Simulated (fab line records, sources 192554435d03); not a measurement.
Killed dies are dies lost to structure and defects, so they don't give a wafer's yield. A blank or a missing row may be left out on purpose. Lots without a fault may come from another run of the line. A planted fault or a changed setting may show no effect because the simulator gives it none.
Split-lot experiment | flow n5_finfet | 7 lots, 21 wafers read, on a route of 1938 steps

THE SPLIT
At N5_BEOL_M1_TRENCH_ETCH_37 (etches SiOC in C4F6/O2, target depth 55.207 nm, time 29 s), the setting time_s was moved away from the recipe's 29 s on 6 of the 21 wafers read, by -20.2% to +18.5%. The other wafers ran this setting at the recipe's value.

FROM THE SPLIT TO THE READING: what the file shows between them, 2 steps
- N5_BEOL_M1_ETCH_41: etches SiCN in CH3F/O2, target depth 31.9 nm, time 57.8 s
- N5_BEOL_M1_STRIP_97: strips in N2/H2, time 10 s

THE READING
trench_depth_nm, in nm, at N5_BEOL_M1_OCD_MEAS_38. Fault-free wafers of this fab line usually give 54.7 nm, standard deviation 1 nm.

wafer  | tool, chamber at the split | time_s as run, s | against the recipe | trench_depth_nm, nm | against lot-mates on the recipe
L086.1 | rie_diel-02, 3             | 29               | recipe             | 54.1                | -
L086.2 | rie_diel-02, 1             | 29               | recipe             | 55.0                | -
L086.3 | rie_diel-02, 2             | 30.97            | +6.8%              | 57.3                | +2.8
L088.1 | rie_diel-02, 0             | 23.14            | -20.2%             | 45.5                | -9.3
L088.2 | rie_diel-02, 1             | 29               | recipe             | 54.8                | -
L088.3 | rie_diel-02, 3             | 23.14            | -20.2%             | 43.5                | -11.3
L089.2 | rie_diel-02, 2             | 34.37            | +18.5%             | 62.9                | +8.0
L089.4 | rie_diel-02, 3             | 29               | recipe             | 54.9                | -
L089.5 | rie_diel-02, 0             | 34.37            | +18.5%             | 67.9                | +13.0
L090.1 | rie_diel-04, 2             | 29               | recipe             | 55.3                | -
L090.3 | rie_diel-04, 3             | 29               | recipe             | 53.8                | -
L090.5 | rie_diel-04, 2             | 29               | recipe             | 54.2                | -
L092.1 | rie_diel-04, 0             | 29               | recipe             | 55.4                | -
L092.2 | rie_diel-04, 3             | 29               | recipe             | 55.0                | -
L092.5 | rie_diel-04, 2             | 29               | recipe             | 55.8                | -
L093.2 | rie_diel-02, 1             | 29               | recipe             | 54.8                | -
L093.4 | rie_diel-02, 2             | 29               | recipe             | 54.2                | -
L093.5 | rie_diel-02, 3             | 29               | recipe             | 55.0                | -
L097.1 | rie_diel-05, 1             | 32.44            | +11.9%             | 61.8                | +6.7
L097.3 | rie_diel-05, 0             | 29               | recipe             | 55.8                | -
L097.4 | rie_diel-05, 2             | 29               | recipe             | 54.4                | -

THE FIT
A straight line over all 21 wafers: trench_depth_nm changes by +0.537 nm for each +1% of time_s; r = +0.98; the points scatter about the line by 1.1 nm.
The same after taking each lot's own level away (the mean of its wafers on the recipe; 21 wafers): +0.534 nm for each +1%; r = +0.98; scatter 1 nm.
On that fit, the largest move of time_s shifts the reading by 11 nm.
The lots' own levels span 54.43 to 55.40 nm, that is 1.0 times the standard deviation above.
So the lot-to-lot level changes the slope little: the two slopes agree.
Check: with one of the wafers moved furthest among these (-20.2%) left out of the fit, the line predicts -11.3 nm for it against its lot-mates. It came out at -9.3 nm against them.

OTHER SPLITS ON THESE WAFERS
These wafers also went through other splits before the reading. Each is held against what the fit with the lots' levels taken away leaves over:
other split on the same wafers            | wafers away from the commonest value | r with trench_depth_nm (lot level and that fit taken away)
N5_GATE_CUT_ETCH_36 cf4_flow_sccm         | 5                                    | +0.10
N5_MOL_CONTACT_COAG_EXPOSE_37 dose_mj     | 8                                    | +0.31
N5_MOL_CONTACT_COAG_ALD_133 ald_cycles    | 5                                    | +0.17
N5_BEOL_M0_SAQP_SPACER1_ALD_98 ald_cycles | 7                                    | +0.12

THE WHOLE CHAIN: every reading that the file lists as answering this split, in the file's order
step                      | what it does                                              | reading                                                                   | change (the file's fit)               | r (the file's)
N5_BEOL_M1_TRENCH_ETCH_37 | etches SiOC in C4F6/O2, target depth 55.207 nm, time 29 s | etch.depth_nm (the simulator's own value, which no gauge read)            | +0.531 nm for each +1% of the setting | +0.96
N5_BEOL_M1_TRENCH_ETCH_37 | etches SiOC in C4F6/O2, target depth 55.207 nm, time 29 s | BEOL_M1.feature_depth_nm (the simulator's own value, which no gauge read) | +0.533 nm for each +1% of the setting | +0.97
N5_BEOL_M1_OCD_MEAS_38    |                                                           | trench_depth_nm                                                           | +0.532 nm for each +1% of the setting | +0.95

THE FILE'S OWN FIT
trench_depth_nm changes by +0.532 nm for each +1% of time_s, r = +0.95.
